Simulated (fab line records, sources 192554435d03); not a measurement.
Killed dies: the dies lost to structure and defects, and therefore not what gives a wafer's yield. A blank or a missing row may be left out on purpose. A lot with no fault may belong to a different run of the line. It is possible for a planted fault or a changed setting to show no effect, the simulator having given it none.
fab line records	flow n5-finfet
record: lots: 24	wafers: 72	last-day: 19
route steps=1938 shown BEOL_M6@1208
lots that met no fault: taken from a fault-free run of the same line
start-h: start of the lot's first displayed wafer, in hours after the record's first day	wait-h: hours since the lot's step before	" repeats the value in the row above	L1.1+2: a row that stands for several wafers	- value missing, or start not given	* or withheld: withheld	< > ~ a bound
route shown NAME@n: NAME is a module with steps in the file, n the number in the route of the first one	usual: the fault-free wafers' mean and standard deviation	same: alike in all rows	chamber/n: place in a boat	sites: per-site readings	_std_site: their standard deviation	_edge_site: inner sites' mean taken away from outer sites' mean	radius-mm: how far each site lies from the wafer's centre	mask NAME#n: copy n	behind: the most recent tool/chamber to have shaped the wafer	hold: reason for holding the lot/hours on hold/outcome of the hold	device: transistor that didn't switch, given as n, p or np	end of line: at the end of the route, the tests of the same wafers	step lacking rows: just its recipe	killed: dies lost to structure and defects at the first sort, not the wafer's yield	map: dies across one wafer; x = killed, . = not, _ = none there
set.NAME: the run value of the setting; set.NAME@STEP: its run value at that earlier step	model.NAME: the simulator's own value behind a step, which no gauge read
one table for each step of the route and one row for each wafer, over a sample of lots
services: when a tool's chamber went out of use (start-h, in hours from the record's first day, below 0 if earlier), for how many hours, and the reason
== steps ==
step: N5_BEOL_M6_OVL_MEAS_12
recipe: points-per-wafer: 44
usual: M6_OVL: 0.4/0.66
lot.wafer	tool	chamber	start-h	wait-h	M6_OVL[nm]
L074.1	overlay-02	0	183.05	0.0	1.1
L074.2	"	0	"	"	1.5
L074.3	"	0	"	"	0.8
L075.1	overlay-01	0	189.44	0.0	1.1
L075.2	"	0	"	"	1.1
L075.5	"	0	"	"	0.9
L076.1	overlay-01	0	194.24	0.0	0.3
L076.2	"	0	"	"	1.6
L076.5	"	0	"	"	0.6
L077.1	overlay-02	0	194.39	0.0	-0.3
L077.2	"	0	"	"	-0.3
L077.5	"	0	"	"	-1.8
L078.1	overlay-02	0	205.46	0.0	-0.3
L078.3	"	0	"	"	0.1
L078.6	"	0	"	"	0.2
L079.2	overlay-02	0	210.14	0.0	0.4
L079.3	"	0	"	"	-0.1
L079.6	"	0	"	"	0.7
L080.1	overlay-02	0	217.34	0.0	-0.4
L080.2	"	0	"	"	-0.5
L080.6	"	0	"	"	-0.3
L081.2	overlay-01	0	224.74	0.0	-0.2
L081.5	"	0	"	"	0.6
L081.6	"	0	"	"	0.3
L082.1	overlay-02	0	224.90	0.0	0.8
L082.2	"	0	"	"	0.3
L082.5	"	0	"	"	0.0
L083.1	overlay-01	0	231.81	0.0	-0.3
L083.4	"	0	"	"	-0.5
L083.6	"	0	"	"	-0.1
L085.2	overlay-01	0	233.24	0.0	0.8
L085.4	"	0	"	"	0.7
L085.5	"	0	"	"	1.3
L084.4	overlay-01	0	235.75	0.0	-1.1
L084.5	"	0	"	"	0.2
L084.6	"	0	"	"	-0.2
L086.1	overlay-01	0	259.77	0.0	0.3
L086.2	"	0	"	"	1.0
L086.6	"	0	"	"	1.3
L089.1	overlay-01	0	265.45	0.0	-0.1
L089.5	"	0	"	"	0.5
L089.6	"	0	"	"	1.0
L087.4	overlay-01	0	266.57	0.0	0.8
L087.5	"	0	"	"	-0.1
L087.6	"	0	"	"	0.0
L088.1	overlay-01	0	280.29	0.0	0.2
L088.3	"	0	"	"	-0.3
L088.5	"	0	"	"	-0.2
L091.2	overlay-02	0	282.03	0.0	-0.4
L091.3	"	0	"	"	0.4
L091.4	"	0	"	"	0.5
L090.1	overlay-02	0	302.53	0.0	0.8
L090.2	"	0	"	"	-0.1
L090.5	"	0	"	"	1.0
L092.1	overlay-01	0	310.58	0.0	-0.5
L092.2	"	0	"	"	0.4
L092.6	"	0	"	"	1.2
L093.3	overlay-02	0	333.48	0.0	0.6
L093.5	"	0	"	"	0.5
L093.6	"	0	"	"	1.3
L096.2	overlay-02	0	333.72	0.0	1.9
L096.5	"	0	"	"	0.8
L096.6	"	0	"	"	1.4
L094.1	overlay-01	0	333.89	0.0	-0.7
L094.4	"	0	"	"	0.9
L094.5	"	0	"	"	-0.1
L097.1	overlay-02	0	349.56	0.0	0.3
L097.3	"	0	"	"	0.2
L097.6	"	0	"	"	-0.5
L095.2	overlay-01	0	359.76	0.0	0.9
L095.3	"	0	"	"	-0.4
L095.6	"	0	"	"	0.1
step: N5_BEOL_M6_HM_OPEN_17
recipe: chemistry: Cl2/BCl3	target-depth-a: 200	overetch-a: 60	target: TiN	mask-material: SOC	ion-energy-ev: 150	pressure-mtorr: 10	icp-w: 1000	bias-w: 126	Cl2_flow_sccm: 53.25	bcl3-flow-sccm: 21.75	Ar_flow_sccm: 25
usual: drypump-motor-current-A: 6.02/0.27	oes-product-au: 0.69/0.09	throttle-valve-pct: 22.02/0.13
lot.wafer	tool	chamber	start-h	wait-h	drypump-motor-current-A	oes-product-au	rf-hours-counter-h	throttle-valve-pct
L074.1	rie-metal-02	1	183.85	0.0	6.27	0.57	93	21.90
L074.2	"	0	"	"	5.59	0.78	9	22.09
L074.3	"	1	"	"	6.29	0.57	-	21.90
L075.1	rie-metal-02	0	189.78	0.0	5.62	0.78	10	22.08
L075.2	"	1	"	"	6.26	0.57	94	21.91
L075.5	"	0	"	"	5.64	0.77	-	22.08
L076.1	rie-metal-01	1	194.90	0.0	6.41	0.61	59	21.86
L076.2	"	0	"	"	5.94	0.83	2	22.02
L076.5	"	1	"	"	6.41	0.62	-	21.86
L077.1	rie-metal-01	1	195.28	0.0	6.41	0.62	59	21.87
L077.2	"	0	"	"	5.94	0.84	2	22.02
L077.5	"	0	"	"	5.93	0.84	-	22.01
L078.1	rie-metal-01	0	205.98	0.0	5.93	0.82	3	22.03
L078.3	"	1	"	"	6.42	0.61	-	21.88
L078.6	"	0	"	"	5.92	0.82	-	22.02
L079.2	rie-metal-02	1	211.12	0.0	6.25	0.57	95	21.91
L079.3	"	1	"	"	6.31	0.57	-	21.91
L079.6	"	1	"	"	6.29	0.57	-	21.92
L080.1	rie-metal-01	0	217.88	0.0	5.95	0.81	4	22.03
L080.2	"	1	"	"	6.38	0.60	61	21.87
L080.6	"	0	"	"	5.94	0.81	-	22.03
L081.2	rie-metal-02	1	225.07	0.0	6.34	0.56	97	21.91
L081.5	"	0	"	"	5.63	0.75	-	22.10
L081.6	"	1	"	"	6.29	0.56	-	21.92
L082.1	rie-metal-01	1	225.33	0.0	6.38	0.61	62	21.84
L082.2	"	0	"	"	5.94	0.82	4	22.01
L082.5	"	1	"	"	6.37	0.61	-	21.87
L083.1	rie-metal-02	1	232.15	0.0	6.32	0.57	97	21.90
L083.4	"	0	"	"	5.67	0.75	-	22.09
L083.6	"	1	"	"	6.25	0.56	-	21.95
L085.2	rie-metal-02	0	233.83	0.0	5.63	0.75	14	22.10
L085.4	"	0	"	"	5.63	0.76	-	22.11
L085.5	"	0	"	"	5.64	0.75	-	22.10
L084.4	rie-metal-02	0	236.40	0.1	5.60	0.75	-	22.08
L084.5	"	0	"	"	5.65	0.76	-	22.10
L084.6	"	1	"	"	6.23	0.57	-	21.89
L086.1	rie-metal-02	1	260.20	0.0	6.29	0.56	101	21.93
L086.2	"	0	"	"	5.65	0.74	17	22.13
L086.6	"	0	"	"	5.61	0.75	-	22.10
L089.1	rie-metal-03	1	265.90	0.0	5.95	0.75	7	21.94
L089.5	"	1	"	"	5.95	0.76	-	21.95
L089.6	"	0	"	"	5.82	0.70	-	22.28
L087.4	rie-metal-01	0	266.94	0.1	5.97	0.78	-	22.04
L087.5	"	1	"	"	6.37	0.60	-	21.88
L087.6	"	0	"	"	5.97	0.79	-	22.03
L088.1	rie-metal-03	1	280.63	0.0	5.95	0.74	8	21.96
L088.3	"	0	"	"	5.84	0.70	-	22.29
L088.5	"	1	"	"	5.96	0.74	-	21.96
L091.2	rie-metal-02	1	282.36	0.0	6.29	0.55	103	21.92
L091.3	"	1	"	"	6.25	0.55	-	21.94
L091.4	"	0	"	"	5.63	0.74	-	22.09
L090.1	rie-metal-01	1	302.87	0.0	6.39	0.59	69	21.90
L090.2	"	0	"	"	5.94	0.76	12	22.06
L090.5	"	0	"	"	5.94	0.76	-	22.05
L092.1	rie-metal-03	1	311.00	0.0	5.95	0.74	12	21.95
L092.2	"	0	"	"	5.83	0.68	35	22.26
L092.6	"	0	"	"	5.83	0.69	-	22.28
L093.3	rie-metal-01	1	333.88	0.1	6.41	0.59	-	21.89
L093.5	"	1	"	"	6.42	0.59	-	21.89
L093.6	"	0	"	"	5.93	0.76	-	22.04
L096.2	rie-metal-01	1	334.10	0.0	6.38	0.59	72	21.89
L096.5	"	0	"	"	5.95	0.76	-	22.03
L096.6	"	1	"	"	6.39	0.59	-	21.89
L094.1	rie-metal-03	0	334.31	0.0	5.84	0.68	37	22.29
L094.4	"	1	"	"	5.99	0.73	-	21.96
L094.5	"	1	"	"	5.96	0.72	-	21.96
L097.1	rie-metal-03	0	349.89	0.0	5.84	0.68	38	22.30
L097.3	"	0	"	"	5.85	0.67	-	22.33
L097.6	"	0	"	"	5.84	0.67	-	22.30
L095.2	rie-metal-03	1	360.12	0.0	5.98	0.72	15	21.97
L095.3	"	0	"	"	5.85	0.68	-	22.31
L095.6	"	0	"	"	5.86	0.67	-	22.30
step: N5_BEOL_M6_ETCH_66
recipe: chemistry: N2/H2	target: SOC	target-depth-a: 800	overetch-a: 160	mask-material: SiARC	temp-c: 40	time-s: 120	ion-energy-ev: 200	pressure-mtorr: 30	source-w: 840	bias-w: 150	n2-flow-sccm: 200	h2-flow-sccm: 200
usual: drypump-motor-current-A: 5.8/0.39	oes-product-au: 0.60/0.071	rf-vpp-V: 524.4/2.8	showerhead-plenum-p-Torr: 2.57/0.1	throttle-valve-pct: 17.79/0.23
lot.wafer	tool	chamber	start-h	wait-h	drypump-motor-current-A	oes-product-au	rf-hours-counter-h	rf-vpp-V	showerhead-plenum-p-Torr	throttle-valve-pct
L074.1	rie-diel-05	1	185.05	0.0	5.5	0.53	231	522.0	2.49	17.88
L074.2	"	3	"	"	6.1	0.55	204	520.0	2.41	17.74
L074.3	"	0	"	"	6.1	0.53	238	519.5	2.40	17.79
L075.1	rie-diel-03	2	190.63	0.0	5.2	0.52	257	522.5	2.49	18.01
L075.2	"	1	"	"	6.1	0.51	288	522.4	2.50	17.83
L075.5	"	2	"	"	5.2	0.52	-	521.6	2.49	18.01
L076.1	rie-diel-01	1	195.73	0.0	6.1	0.67	45	522.6	2.59	17.61
L076.2	"	2	"	"	5.6	0.66	50	525.0	2.59	17.64
L076.5	"	1	"	"	6.1	0.67	-	524.6	2.59	17.57
L077.1	rie-diel-03	0	196.12	0.0	6.2	0.53	212	526.5	2.62	18.02
L077.2	"	2	"	"	5.2	0.51	260	522.0	2.49	18.02
L077.5	"	2	"	"	5.2	0.52	-	522.9	2.49	18.02
L078.1	rie-diel-01	3	207.36	0.0	5.7	0.70	20	527.9	2.71	18.08
L078.3	"	1	"	"	6.1	0.66	48	525.9	2.59	17.62
L078.6	"	0	"	"	5.2	0.60	-	528.2	2.66	17.72
L079.2	rie-diel-05	0	212.53	0.0	6.1	0.53	248	519.8	2.39	17.78
L079.3	"	1	"	"	5.5	0.53	241	522.5	2.48	17.91
L079.6	"	2	"	"	6.2	0.56	-	525.1	2.63	17.99
L080.1	rie-diel-03	0	220.58	0.0	6.2	0.53	222	525.7	2.62	18.05
L080.2	"	3	"	"	5.1	0.55	204	521.0	2.40	18.00
L080.6	"	0	"	"	6.2	0.53	-	526.1	2.62	18.04
L081.2	rie-diel-05	2	225.93	0.0	6.1	0.56	190	525.5	2.63	18.01
L081.5	"	3	"	"	6.1	0.54	-	519.3	2.40	17.77
L081.6	"	2	"	"	6.1	0.55	-	526.2	2.63	18.01
L082.1	rie-diel-03	1	226.15	0.0	6.1	0.74	9	521.5	2.50	17.29
L082.2	"	0	"	"	6.2	0.52	225	526.9	2.62	18.05
L082.5	"	0	"	"	6.2	0.52	-	524.5	2.62	18.03
L083.1	rie-diel-05	1	235.18	0.0	5.5	0.51	252	522.0	2.48	17.94
L083.4	"	3	"	"	6.1	0.54	-	520.9	2.40	17.78
L083.6	"	1	"	"	5.5	0.51	-	523.3	2.48	17.93
L085.2	rie-diel-01	2	235.23	0.0	5.5	0.65	63	525.2	2.58	17.67
L085.4	"	3	"	"	5.7	0.68	30	527.6	2.71	18.07
L085.5	"	1	"	"	6.1	0.65	-	526.2	2.58	17.62
L084.4	rie-diel-05	2	237.29	0.0	6.1	0.56	196	524.9	2.63	18.02
L084.5	"	3	"	"	6.1	0.54	-	519.8	2.40	17.79
L084.6	"	2	"	"	6.1	0.55	-	526.6	2.63	18.03
L086.1	rie-diel-01	1	264.37	0.0	6.1	0.64	67	523.1	2.58	17.65
L086.2	"	0	"	"	5.1	0.59	131	524.9	2.65	17.77
L086.6	"	0	"	"	5.1	0.58	-	525.5	2.65	17.78
L087.4	rie-diel-01	3	269.05	0.0	5.7	0.66	42	528.4	2.70	18.09
L087.5	"	3	"	"	5.7	0.66	-	527.5	2.70	18.11
L087.6	"	2	"	"	5.5	0.64	-	524.6	2.58	17.68
L089.1	rie-diel-05	0	269.06	0.0	6.1	0.71	15	529.3	2.71	17.40
L089.5	"	2	"	"	6.1	0.55	-	526.5	2.62	18.04
L089.6	"	3	"	"	6.1	0.53	-	518.0	2.39	17.82
L088.1	rie-diel-03	0	281.43	0.0	6.2	0.51	243	525.4	2.61	18.07
L088.3	"	1	"	"	6.1	0.70	27	522.4	2.49	17.31
L088.5	"	3	"	"	5.2	0.53	-	520.8	2.39	18.05
L091.2	rie-diel-01	0	284.79	0.0	5.1	0.58	136	527.5	2.65	17.80
L091.3	"	2	"	"	5.5	0.64	79	523.4	2.58	17.68
L091.4	"	3	"	"	5.7	0.66	46	528.1	2.70	18.11
L090.1	rie-diel-05	0	305.82	0.0	6.1	0.67	28	527.3	2.70	17.42
L090.2	"	1	"	"	5.5	0.69	14	522.4	2.47	17.49
L090.5	"	1	"	"	5.5	0.68	-	522.7	2.47	17.47
L092.1	rie-diel-01	3	312.36	0.0	5.7	0.65	55	528.6	2.70	18.13
L092.2	"	0	"	"	5.1	0.58	145	526.8	2.65	17.79
L092.6	"	1	"	"	6.1	0.63	-	522.5	2.57	17.67
L093.3	rie-diel-01	1	334.60	0.0	6.1	0.63	91	525.3	2.57	17.69
L093.5	"	2	"	"	5.6	0.62	-	523.7	2.57	17.74
L093.6	"	1	"	"	6.1	0.63	-	523.7	2.57	17.67
L096.2	rie-diel-05	1	335.13	0.0	5.5	0.67	23	522.0	2.47	17.49
L096.5	"	0	"	"	6.1	0.66	-	528.8	2.69	17.46
L096.6	"	3	"	"	6.1	0.75	-	528.8	2.71	17.43
L094.1	rie-diel-03	3	335.15	0.0	5.1	0.52	249	519.9	2.39	18.07
L094.4	"	0	"	"	6.2	0.75	0	525.9	2.61	17.62
L094.5	"	0	"	"	6.2	0.75	-	525.3	2.61	17.62
L097.1	rie-diel-01	0	350.94	0.0	5.2	0.57	158	527.3	2.64	17.82
L097.3	"	3	"	"	5.7	0.64	67	527.4	2.69	18.16
L097.6	"	1	"	"	6.1	0.62	-	524.8	2.57	17.69
L095.2	rie-diel-05	0	363.09	0.0	6.1	0.65	49	527.4	2.69	17.44
L095.3	"	1	"	"	5.5	0.66	31	523.7	2.47	17.50
L095.6	"	0	"	"	6.1	0.65	-	528.3	2.69	17.45
step: N5_BEOL_M6_DEGAS_44
recipe: ambient: vacuum	temp-c: 250	time-s: 60
usual: heater-power-w: 335/29
lot.wafer	tool	chamber	start-h	wait-h	heater-power-w
L074.1	pvd-sputter-03	-	185.95	0.3	403
L074.2	"	-	"	"	379
L074.3	"	-	"	"	314
L075.1	pvd-sputter-02	-	191.55	0.3	301
L075.2	"	-	"	"	329
L075.5	"	-	"	"	320
L076.1	pvd-sputter-02	-	196.85	0.5	317
L076.2	"	-	"	"	361
L076.5	"	-	"	"	319
L077.1	pvd-sputter-02	-	197.21	0.4	308
L077.2	"	-	"	"	365
L077.5	"	-	"	"	310
L078.1	pvd-sputter-01	-	209.37	1.1	306
L078.3	"	-	"	"	322
L078.6	"	-	"	"	325
L079.2	pvd-sputter-01	-	213.51	0.3	312
L079.3	"	-	"	"	322
L079.6	"	-	"	"	333
L080.1	pvd-sputter-03	-	221.62	0.4	400
L080.2	"	-	"	"	351
L080.6	"	-	"	"	311
L081.2	pvd-sputter-02	-	227.38	0.8	313
L081.5	"	-	"	"	309
L081.6	"	-	"	"	316
L082.1	pvd-sputter-02	-	227.46	0.6	318
L082.2	"	-	"	"	359
L082.5	"	-	"	"	326
L083.1	pvd-sputter-01	-	236.22	0.4	307
L083.4	"	-	"	"	324
L083.6	"	-	"	"	310
L085.2	pvd-sputter-01	-	236.30	0.4	303
L085.4	"	-	"	"	320
L085.5	"	-	"	"	317
L084.4	pvd-sputter-03	-	238.50	0.5	404
L084.5	"	-	"	"	381
L084.6	"	-	"	"	400
L086.1	pvd-sputter-03	-	266.26	0.4	348
L086.2	"	-	"	"	303
L086.6	"	-	"	"	382
L087.4	pvd-sputter-03	-	269.97	0.2	305
L087.5	"	-	"	"	310
L087.6	"	-	"	"	359
L089.1	pvd-sputter-01	-	271.71	2.1	328
L089.5	"	-	"	"	319
L089.6	"	-	"	"	324
L088.1	pvd-sputter-03	-	282.30	0.3	395
L088.3	"	-	"	"	312
L088.5	"	-	"	"	373
L091.2	pvd-sputter-03	-	285.97	0.4	371
L091.3	"	-	"	"	399
L091.4	"	-	"	"	336
L090.1	pvd-sputter-02	-	306.87	0.5	318
L090.2	"	-	"	"	305
L090.5	"	-	"	"	325
L092.1	pvd-sputter-01	-	313.78	0.8	319
L092.2	"	-	"	"	336
L092.6	"	-	"	"	327
L093.3	pvd-sputter-03	-	335.84	0.5	376
L093.5	"	-	"	"	383
L093.6	"	-	"	"	311
L096.2	pvd-sputter-02	-	336.20	0.4	323
L096.5	"	-	"	"	313
L096.6	"	-	"	"	323
L094.1	pvd-sputter-03	-	336.44	0.6	373
L094.4	"	-	"	"	384
L094.5	"	-	"	"	306
L097.1	pvd-sputter-02	-	355.57	4.0	312
L097.3	"	-	"	"	353
L097.6	"	-	"	"	353
L095.2	pvd-sputter-02	-	365.77	1.9	321
L095.3	"	-	"	"	310
L095.6	"	-	"	"	323
step: N5_BEOL_M6_SURFACE_TREAT_79
recipe: gas: Ar	time-s: *	ion-energy-ev: *	ion-current-ma-cm2: 0.5	pressure-mtorr: *	ar-flow-sccm: 30
usual: throttle-valve-pct: *
lot.wafer	tool	chamber	start-h	wait-h	throttle-valve-pct
L074.1	pvd-sputter-02	-	186.65	0.3	*
L074.2	"	-	"	"	*
L074.3	"	-	"	"	*
L075.1	pvd-sputter-01	-	193.67	1.7	*
L075.2	"	-	"	"	*
L075.5	"	-	"	"	*
L076.1	pvd-sputter-03	-	197.29	0.2	*
L076.2	"	-	"	"	*
L076.5	"	-	"	"	*
L077.1	pvd-sputter-03	-	197.60	0.2	*
L077.2	"	-	"	"	*
L077.5	"	-	"	"	*
L078.1	pvd-sputter-01	-	209.77	0.2	*
L078.3	"	-	"	"	*
L078.6	"	-	"	"	*
L079.2	pvd-sputter-01	-	213.91	0.2	*
L079.3	"	-	"	"	*
L079.6	"	-	"	"	*
L080.1	pvd-sputter-02	-	222.07	0.2	*
L080.2	"	-	"	"	*
L080.6	"	-	"	"	*
L081.2	pvd-sputter-02	-	227.82	0.2	*
L081.5	"	-	"	"	*
L081.6	"	-	"	"	*
L082.1	pvd-sputter-02	-	227.86	0.2	*
L082.2	"	-	"	"	*
L082.5	"	-	"	"	*
L083.1	pvd-sputter-02	-	236.71	0.2	*
L083.4	"	-	"	"	*
L083.6	"	-	"	"	*
L085.2	pvd-sputter-01	-	236.72	0.2	*
L085.4	"	-	"	"	*
L085.5	"	-	"	"	*
L084.4	pvd-sputter-03	-	239.16	0.3	*
L084.5	"	-	"	"	*
L084.6	"	-	"	"	*
L086.1	pvd-sputter-01	-	267.85	1.3	*
L086.2	"	-	"	"	*
L086.6	"	-	"	"	*
L087.4	pvd-sputter-01	-	271.67	1.2	*
L087.5	"	-	"	"	*
L087.6	"	-	"	"	*
L089.1	pvd-sputter-03	-	272.17	0.2	*
L089.5	"	-	"	"	*
L089.6	"	-	"	"	*
L088.1	pvd-sputter-03	-	284.35	1.8	*
L088.3	"	-	"	"	*
L088.5	"	-	"	"	*
L091.2	pvd-sputter-01	-	287.73	1.5	*
L091.3	"	-	"	"	*
L091.4	"	-	"	"	*
L090.1	pvd-sputter-03	-	307.35	0.3	*
L090.2	"	-	"	"	*
L090.5	"	-	"	"	*
L092.1	pvd-sputter-01	-	314.44	0.2	*
L092.2	"	-	"	"	*
L092.6	"	-	"	"	*
L093.3	pvd-sputter-01	-	336.24	0.2	*
L093.5	"	-	"	"	*
L093.6	"	-	"	"	*
L096.2	pvd-sputter-02	-	336.79	0.2	*
L096.5	"	-	"	"	*
L096.6	"	-	"	"	*
L094.1	pvd-sputter-02	-	337.54	0.4	*
L094.4	"	-	"	"	*
L094.5	"	-	"	"	*
L097.1	pvd-sputter-02	-	355.99	0.2	*
L097.3	"	-	"	"	*
L097.6	"	-	"	"	*
L095.2	pvd-sputter-03	-	366.22	0.2	*
L095.3	"	-	"	"	*
L095.6	"	-	"	"	*
step: N5_BEOL_M6_THK_MEAS_53
recipe: thk-meas-gauge: xrf	reads: Cu_of_BEOL_M6_ECD_50
usual: M6_THK: 79.7/2
lot.wafer	tool	chamber	start-h	wait-h	M6_THK[nm]
L074.1	film-metro-01	-	189.51	-	77.3
L074.2	"	-	"	"	79.3
L074.3	"	-	"	"	82.0
L075.1	film-metro-02	-	194.71	-	82.5
L075.2	"	-	"	"	80.6
L075.5	"	-	"	"	82.9
L076.1	film-metro-02	-	198.32	-	81.9
L076.2	"	-	"	"	80.9
L076.5	"	-	"	"	82.2
L077.1	film-metro-01	-	198.89	-	78.9
L077.2	"	-	"	"	78.0
L077.5	"	-	"	"	79.7
L078.1	film-metro-02	-	211.21	-	77.0
L078.3	"	-	"	"	81.4
L078.6	"	-	"	"	77.7
L079.2	film-metro-02	-	215.93	-	78.0
L079.3	"	-	"	"	74.2
L079.6	"	-	"	"	78.3
L080.1	film-metro-01	-	223.24	-	78.6
L080.2	"	-	"	"	80.2
L080.6	"	-	"	"	76.5
L081.2	film-metro-02	-	228.95	-	77.6
L081.5	"	-	"	"	79.6
L081.6	"	-	"	"	78.4
L082.1	film-metro-02	-	229.23	-	81.0
L082.2	"	-	"	"	80.6
L082.5	"	-	"	"	78.0
L083.1	film-metro-02	-	238.12	-	75.8
L083.4	"	-	"	"	79.5
L083.6	"	-	"	"	76.2
L085.2	film-metro-01	-	238.31	-	81.7
L085.4	"	-	"	"	79.2
L085.5	"	-	"	"	82.7
L084.4	film-metro-02	-	240.31	-	77.5
L084.5	"	-	"	"	80.6
L084.6	"	-	"	"	79.7
L086.1	film-metro-01	-	269.38	-	83.5
L086.2	"	-	"	"	80.3
L086.6	"	-	"	"	78.8
L087.4	film-metro-02	-	272.80	-	80.7
L087.5	"	-	"	"	78.7
L087.6	"	-	"	"	80.2
L089.1	film-metro-01	-	273.22	-	81.2
L089.5	"	-	"	"	79.2
L089.6	"	-	"	"	78.5
L088.1	film-metro-01	-	285.45	-	80.0
L088.3	"	-	"	"	79.0
L088.5	"	-	"	"	79.2
L091.2	film-metro-01	-	288.79	-	78.3
L091.3	"	-	"	"	81.1
L091.4	"	-	"	"	79.6
L090.1	film-metro-02	-	308.63	-	81.9
L090.2	"	-	"	"	80.6
L090.5	"	-	"	"	81.9
L092.1	film-metro-01	-	315.50	-	78.5
L092.2	"	-	"	"	76.2
L092.6	"	-	"	"	80.7
L093.3	film-metro-02	-	337.31	-	80.6
L093.5	"	-	"	"	79.5
L093.6	"	-	"	"	82.3
L096.2	film-metro-02	-	338.03	-	82.2
L096.5	"	-	"	"	84.7
L096.6	"	-	"	"	83.4
L094.1	film-metro-01	-	339.98	-	75.9
L094.4	"	-	"	"	78.7
L094.5	"	-	"	"	80.1
L097.1	film-metro-02	-	357.21	-	80.1
L097.3	"	-	"	"	80.6
L097.6	"	-	"	"	81.8
L095.2	film-metro-02	-	367.32	-	79.6
L095.3	"	-	"	"	78.9
L095.6	"	-	"	"	80.5
== services ==
tool	chamber	start-h	hours	kind
rie-diel-05	0	175.21	1.2	repair
rie-metal-01	-	179.36	0.6	repair
rie-diel-01	-	216.73	1.2	repair
rie-diel-05	0	218.65	-	clean
rie-diel-05	0	218.65	-	consumable-replace:focus-ring
rie-diel-05	0	218.65	-	consumable-replace:showerhead
rie-metal-02	-	221.84	2.8	pm
rie-metal-03	-	230.33	0.4	repair
rie-diel-05	1	237.91	6.5	repair
rie-diel-05	1	244.59	-	clean
rie-diel-05	1	244.59	-	consumable-replace:focus-ring
rie-diel-05	1	244.59	22.0	scheduled-down
rie-diel-05	1	244.59	22.0	vent-cycle
rie-diel-03	0	258.93	7.9	repair
rie-diel-03	1	266.71	8.6	repair
pvd-sputter-02	-	269.38	29.2	repair
rie-diel-03	1	289.50	8.2	repair
rie-diel-05	3	299.94	-	clean
rie-diel-05	3	299.94	-	consumable-replace:focus-ring
rie-diel-05	1	308.63	4.9	repair
rie-diel-03	2	309.62	9.7	repair
rie-metal-02	-	314.27	1.4	pm
rie-diel-05	1	329.31	1.2	repair
pvd-sputter-03	-	355.87	6.6	repair
== key ==
fault none
